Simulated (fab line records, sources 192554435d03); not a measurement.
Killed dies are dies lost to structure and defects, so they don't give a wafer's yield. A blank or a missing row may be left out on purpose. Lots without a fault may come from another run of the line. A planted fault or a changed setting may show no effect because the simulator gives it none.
Split-lot experiment | flow n5_finfet | 7 lots, 21 wafers read, on a route of 1938 steps

THE SPLIT
At N5_BEOL_M3_COAT_68 (time 60 s, resist thk 12 nm), the setting spin_rpm was moved away from the recipe's 1500 rpm on 6 of the 21 wafers read, by -6.5% to +10.3%. The other wafers ran this setting at the recipe's value.

FROM THE SPLIT TO THE READING: what the file shows between them, 5 steps
- N5_BEOL_M3_COAT_22: resist thk 30 nm (also split here: spin_rpm)
- N5_BEOL_M3_EBR_24
- N5_BEOL_M3_SOFTBAKE_23: time 60 s
- N5_BEOL_M3_DESCUM_33: chemistry O2, time 7 s
- N5_BEOL_M3_ETCH_77: etches underlayer in N2/H2, target depth 6.5 nm, time 5.2 s

THE READING
etch.depth_nm (the simulator's own value, which no gauge read), in nm, at N5_BEOL_M3_ETCH_69 (etches SiARC in CF4, target depth 15.6 nm, time 26 s). The file gives no usual value for it. The 15 wafers here that ran the recipe average 12.01 nm, standard deviation 0.025 nm.

wafer  | tool, chamber at the split | spin_rpm as run, rpm | against the recipe | etch.depth_nm, nm | against lot-mates on the recipe
L074.1 | litho_track-02, 0          | 1500                 | recipe             | 12.03             | -
L074.4 | litho_track-02, 0          | 1500                 | recipe             | 12.02             | -
L074.6 | litho_track-02, 0          | 1654                 | +10.3%             | 11.41             | -0.61
L078.1 | litho_track-03, 0          | 1500                 | recipe             | 12.03             | -
L078.2 | litho_track-03, 0          | 1500                 | recipe             | 12.02             | -
L078.5 | litho_track-03, 0          | 1500                 | recipe             | 12.02             | -
L081.1 | litho_track-02, 0          | 1500                 | recipe             | 11.97             | -
L081.4 | litho_track-02, 0          | 1500                 | recipe             | 11.97             | -
L081.6 | litho_track-02, 0          | 1500                 | recipe             | 11.99             | -
L083.1 | litho_track-01, 0          | 1596                 | +6.4%              | 11.63             | -0.39
L083.2 | litho_track-01, 0          | 1596                 | +6.4%              | 11.63             | -0.39
L083.4 | litho_track-01, 0          | 1500                 | recipe             | 12.02             | -
L084.2 | litho_track-03, 0          | 1500                 | recipe             | 11.99             | -
L084.3 | litho_track-03, 0          | 1500                 | recipe             | 12.02             | -
L084.6 | litho_track-03, 0          | 1500                 | recipe             | 12.04             | -
L093.3 | litho_track-02, 0          | 1500                 | recipe             | 12.02             | -
L093.4 | litho_track-02, 0          | 1403                 | -6.5%              | 12.4              | +0.38
L093.6 | litho_track-02, 0          | 1403                 | -6.5%              | 12.4              | +0.38
L094.1 | litho_track-02, 0          | 1500                 | recipe             | 12.06             | -
L094.5 | litho_track-02, 0          | 1554                 | +3.6%              | 11.8              | -0.22
L094.6 | litho_track-02, 0          | 1500                 | recipe             | 11.99             | -

THE FIT
A straight line over all 21 wafers: etch.depth_nm changes by -0.0594 nm for each +1% of spin_rpm; r = -1.00; the points scatter about the line by 0.022 nm.
The same after taking each lot's own level away (the mean of its wafers on the recipe; 21 wafers): -0.0599 nm for each +1%; r = -1.00; scatter 0.015 nm.
On that fit, the largest move of spin_rpm shifts the reading by 0.61 nm.
The lots' own levels span 11.977 to 12.025 nm, that is 2.0 times the standard deviation above.
So the lot-to-lot level changes the slope little: the two slopes agree.
Check: with one of the wafers moved furthest among these (+10.3%) left out of the fit, the line predicts -0.618 nm for it against its lot-mates. It came out at -0.615 nm against them.

OTHER SPLITS ON THESE WAFERS
These wafers also went through other splits before the reading. Each is held against what the fit with the lots' levels taken away leaves over:
other split on the same wafers | wafers away from the commonest value | r with etch.depth_nm (lot level and that fit taken away)
N5_BEOL_M2_DESCUM_33 time_s    | 4                                    | +0.12
N5_BEOL_M3_COAT_22 spin_rpm    | 6                                    | +0.36

THE WHOLE CHAIN: every reading that the file lists as answering this split, in the file's order
step               | what it does                                         | reading                                                                          | change (the file's fit)                | r (the file's)
N5_BEOL_M3_COAT_68 | time 60 s, resist thk 12 nm                          | SiARC_of_BEOL_M3_COAT_68.thk_nm (the simulator's own value, which no gauge read) | -0.0598 nm for each +1% of the setting | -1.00
N5_BEOL_M3_ETCH_69 | etches SiARC in CF4, target depth 15.6 nm, time 26 s | etch.depth_nm (the simulator's own value, which no gauge read)                   | -0.0598 nm for each +1% of the setting | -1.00

THE FILE'S OWN FIT
etch.depth_nm changes by -0.0598 nm for each +1% of spin_rpm, r = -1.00.
